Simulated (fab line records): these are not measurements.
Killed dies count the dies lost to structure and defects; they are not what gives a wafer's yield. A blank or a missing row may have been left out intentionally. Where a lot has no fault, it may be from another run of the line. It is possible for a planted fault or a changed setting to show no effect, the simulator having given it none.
Which tool is to blame? | flow n5-finfet | Sampling: 10 lots, 29 wafers, 5 of 1938 route steps

## WHAT THE GAUGES SHOWED, per wafer
N5_MOL_CONTACT_COAG_INSPECT_97: inspects for defects (darkfield).
lot  | measured     | on                | raw-defect-count
L759 | day 5 10:08  | defect-inspect-01 | 37 46 30
L760 | day 5 23:44  | defect-inspect-01 | 50 59 48
L761 | day 6 11:18  | defect-inspect-01 | 57 29 53
L765 | day 7 09:34  | defect-inspect-02 | 39 33 35
L767 | day 7 13:44  | defect-inspect-01 | 70 47 59
L768 | day 7 20:37  | defect-inspect-01 | 48 88
L777 | day 10 00:18 | defect-inspect-02 | 47 55 59
L780 | day 10 13:49 | defect-inspect-02 | 49 33 33
L781 | day 11 00:23 | defect-inspect-01 | 27 28 28
L782 | day 11 06:12 | defect-inspect-01 | 44 51 59

N5_BEOL_M4_RC_MEAS_101.
lot  | measured     | on        | DIBL_N (mV/V)  | DIBL_P (mV/V)  | IOFF_N (nA/um) | IOFF_P (nA/um) | ION_N (uA/um) | ION_P (uA/um) | SS_N (mV/dec)  | SS_P (mV/dec)  | VT_N (mV)   | VT_P (mV)
L759 | day 7 19:43  | prober-02 | 40.0 36.8 42.1 | 39.1 35.1 40.9 | 0.22 0.16 0.27 | 0.33 0.23 0.35 | 686 680 691   | 470 469 472   | 71.7 71.4 72.3 | 73.7 73.0 74.2 | 242 249 243 | -242 -248 -241
L760 | day 8 14:34  | prober-01 | 36.8 36.2 37.5 | 37.7 35.5 37.9 | 0.16 0.14 0.17 | 0.26 0.24 0.28 | 687 669 689   | 483 466 482   | 72.0 71.4 71.9 | 74.3 73.4 73.8 | 247 251 246 | -246 -245 -246
L761 | day 8 21:56  | prober-02 | 33.6 32.9 37.0 | 32.9 33.4 36.0 | 0.12 0.12 0.18 | 0.20 0.20 0.24 | 655 667 675   | 456 469 464   | 71.0 70.7 71.3 | 73.3 72.9 73.5 | 252 255 247 | -247 -248 -249
L765 | day 9 22:19  | prober-02 | 34.8 36.0 33.0 | 33.3 36.1 31.3 | 0.13 0.16 0.11 | 0.20 0.25 0.18 | 670 673 672   | 466 460 465   | 70.5 71.8 70.0 | 74.2 74.5 73.2 | 250 247 253 | -251 -249 -251
L767 | day 10 00:09 | prober-02 | 40.4 38.3 38.9 | 39.5 36.6 38.0 | 0.25 0.18 0.20 | 0.31 0.26 0.27 | 708 667 701   | 483 464 481   | 72.6 71.1 72.2 | 74.4 73.6 73.5 | 242 246 245 | -243 -245 -245
L768 | day 10 02:01 | prober-02 | 39.1 41.6      | 39.9 44.0      | 0.21 0.27      | 0.28 0.34      | 685 706       | 467 480       | 71.8 73.0      | 74.1 75.6      | 245 244     | -247 -245
L777 | day 12 10:14 | prober-01 | 38.1 39.1 36.4 | 38.7 39.5 35.6 | 0.18 0.20 0.16 | 0.23 0.24 0.19 | 679 674 685   | 459 458 465   | 72.0 71.9 71.9 | 73.5 73.8 73.0 | 246 246 249 | -250 -250 -252
L780 | day 13 07:53 | prober-02 | 40.7 35.8 39.5 | 41.8 35.6 41.2 | 0.23 0.14 0.22 | 0.30 0.20 0.28 | 679 662 677   | 467 462 464   | 72.8 71.7 73.2 | 73.9 73.1 74.6 | 244 252 246 | -248 -252 -249
L781 | day 13 12:40 | prober-01 | 38.2 38.9 34.8 | 37.6 41.0 34.9 | 0.17 0.22 0.12 | 0.22 0.31 0.19 | 663 688 654   | 455 470 460   | 72.4 72.6 71.5 | 73.6 74.6 73.9 | 254 244 257 | -252 -246 -251
L782 | day 13 13:46 | prober-02 | 38.2 37.2 34.7 | 36.8 36.0 33.0 | 0.19 0.18 0.13 | 0.30 0.26 0.21 | 680 681 675   | 476 468 472   | 71.5 71.3 71.0 | 73.7 73.0 72.6 | 246 246 251 | -242 -246 -248

## WHICH TOOL RAN EACH LOT (tool, then ch and the chambers of the sampled wafers, then the start)
lot  | N5_MOL_CONTACT_COAG_ETCHBACK_136   | N5_MOL_CONTACT_COAG_CMP_52   | N5_BEOL_M0_SAQP_PECVD_03
L759 | rie-diel-02 ch 0,1,3, day 5 05:56  | cmp-02 ch 2,3, day 5 06:46   | pecvd-02 ch 0,1, day 5 12:31
L760 | rie-diel-06 ch 0,2,3, day 5 19:33  | cmp-04 ch 1,2,3, day 5 20:25 | pecvd-03 ch 0,1, day 6 02:16
L761 | rie-diel-06 ch 0,3, day 5 20:20    | cmp-02 ch 0,3, day 5 21:10   | pecvd-04 ch 0,1,2, day 6 12:30
L765 | rie-diel-02 ch 1,2,3, day 7 05:21  | cmp-01 ch 0,2,3, day 7 06:16 | pecvd-04 ch 1,2, day 7 10:26
L767 | rie-diel-06 ch 0,1,3, day 7 09:29  | cmp-02 ch 0,3, day 7 10:20   | pecvd-04 ch 0,2, day 7 15:35
L768 | rie-diel-04 ch 1,3, day 7 16:25    | cmp-04 ch 0,1, day 7 17:20   | pecvd-04 ch 2, day 7 21:28
L777 | rie-diel-06 ch 0,1,3, day 9 20:06  | cmp-02 ch 0,1,2, day 9 20:56 | pecvd-02 ch 0,1,2, day 10 01:19
L780 | rie-diel-04 ch 0,1,3, day 10 09:37 | cmp-04 ch 0,3, day 10 10:27  | pecvd-04 ch 1,2, day 10 15:10
L781 | rie-diel-04 ch 1,2,3, day 10 20:11 | cmp-04 ch 2,3, day 10 21:01  | pecvd-04 ch 1,2, day 11 01:38
L782 | rie-diel-04 ch 1,3, day 11 01:58   | cmp-02 ch 1,3, day 11 02:51  | pecvd-04 ch 1,2, day 11 07:39
- N5_MOL_CONTACT_COAG_ETCHBACK_136: etches SiO2 in CHF3, target depth 25 nm, time 16.7 s.
- N5_MOL_CONTACT_COAG_CMP_52: polishes, stops on SiO2, t overpolish 1.5 s, target thk 66.5 nm.
- N5_BEOL_M0_SAQP_PECVD_03: deposits SiCN from 3MS/NH3, target thk 12 nm, time 21.1 s.

## WHAT THE TOOLS THEMSELVES READ (means of the sampled wafers that have a number; where no wafer has one, the mark that the record gives instead)
N5_MOL_CONTACT_COAG_ETCHBACK_136.
lot  | tool        | drypump-motor-current-A (A) | oes-product-au (a.u.) | rf-vpp-V (V) | showerhead-plenum-p-Torr (Torr) | throttle-valve-pct (%)
L759 | rie-diel-02 | 5.6                         | 0.79                  | 524          | 2.35                            | 18.65
L760 | rie-diel-06 | 5.6                         | 0.76                  | 515          | 2.36                            | 18.80
L761 | rie-diel-06 | 5.6                         | 0.82                  | 511          | 2.35                            | 18.71
L765 | rie-diel-02 | 5.2                         | 0.79                  | 516          | 2.34                            | 18.62
L767 | rie-diel-06 | 5.8                         | 0.82                  | 521          | 2.34                            | 18.79
L768 | rie-diel-04 | 5.3                         | 0.78                  | 514          | 2.31                            | 18.95
L777 | rie-diel-06 | 5.8                         | 0.89                  | 522          | 2.33                            | 18.69
L780 | rie-diel-04 | 5.6                         | 0.75                  | 512          | 2.35                            | 18.94
L781 | rie-diel-04 | 5.5                         | 0.73                  | 508          | 2.32                            | 18.93
L782 | rie-diel-04 | 5.2                         | 0.75                  | 512          | 2.30                            | 19.05

N5_MOL_CONTACT_COAG_CMP_52.
lot  | tool   | motor-current-A (A) | overpolish-run-s (s) | time-to-endpoint-s (s)
L759 | cmp-02 | 12.1                | 1.504                | 12.3
L760 | cmp-04 | 12.1                | 1.508                | 14.2
L761 | cmp-02 | 11.5                | 1.503                | 13.2
L765 | cmp-01 | 11.3                | 1.500                | 15.3
L767 | cmp-02 | 12.0                | 1.510                | 15.3
L768 | cmp-04 | 11.3                | 1.491                | 14.2
L777 | cmp-02 | 13.0                | 1.505                | 12.7
L780 | cmp-04 | 11.8                | 1.498                | 15.5
L781 | cmp-04 | 12.6                | 1.497                | 17.4
L782 | cmp-02 | 12.4                | 1.496                | 15.0

N5_BEOL_M0_SAQP_PECVD_03.
lot  | tool     | chamber-pressure-Torr (Torr) | run-length-s (s) | showerhead-plenum-p-Torr (Torr) | showerhead-vpp-V (V) | throttle-valve-pct (%)
L759 | pecvd-02 | 3.007                        | 51.9             | 3.679                           | 848                  | 9.6
L760 | pecvd-03 | 3.008                        | 50.7             | 3.653                           | 876                  | 8.9
L761 | pecvd-04 | 2.994                        | 51.5             | 3.668                           | 841                  | 8.9
L765 | pecvd-04 | 2.997                        | 51.1             | 3.674                           | 819                  | 8.9
L767 | pecvd-04 | 2.997                        | 53.5             | 3.656                           | 847                  | 8.8
L768 | pecvd-04 | 3.002                        | 54.5             | 3.666                           | 798                  | 9.1
L777 | pecvd-02 | 3.001                        | 51.5             | 3.671                           | 836                  | 9.2
L780 | pecvd-04 | 2.993                        | 51.0             | 3.671                           | 841                  | 8.9
L781 | pecvd-04 | 3.011                        | 50.8             | 3.671                           | 822                  | 9.1
L782 | pecvd-04 | 2.999                        | 51.4             | 3.674                           | 844                  | 9.1

## THE ANSWER, worked out from the rows above alone
Rule: usual is defined by the lots themselves. Put in order of their means at a reading, lots are off if they are a third of the lots or fewer, leave a main group of 4 or more, and stand apart from it by a gap of 3 or more times the standard deviation of the main group's means; of several such gaps the widest counts. If all means in a main group match to the digits the tables above print for the reading, that group is not used. Also off: a lot with no number at a reading for which 4 or more lots have one. Any other lot the step has rows for is counted as sound. The gauges are gone through in route order, then the tools' own readings, and for those a lot's mean is taken as printed above. At the first step where some lot is off, the reading lying furthest off is the one used; lots without a number count as furthest.
Off at N5_BEOL_M0_SAQP_PECVD_03 (run-length-s): L767, L768. For the main group the mean is 51.2 s and the standard deviation 0.38.
A tool fits if, at that step or a process step before it, it ran every lot that is off, and no sound lot after the first of them. Not one of the candidates tried fits.

## WHAT THE SIMULATOR PUT IN
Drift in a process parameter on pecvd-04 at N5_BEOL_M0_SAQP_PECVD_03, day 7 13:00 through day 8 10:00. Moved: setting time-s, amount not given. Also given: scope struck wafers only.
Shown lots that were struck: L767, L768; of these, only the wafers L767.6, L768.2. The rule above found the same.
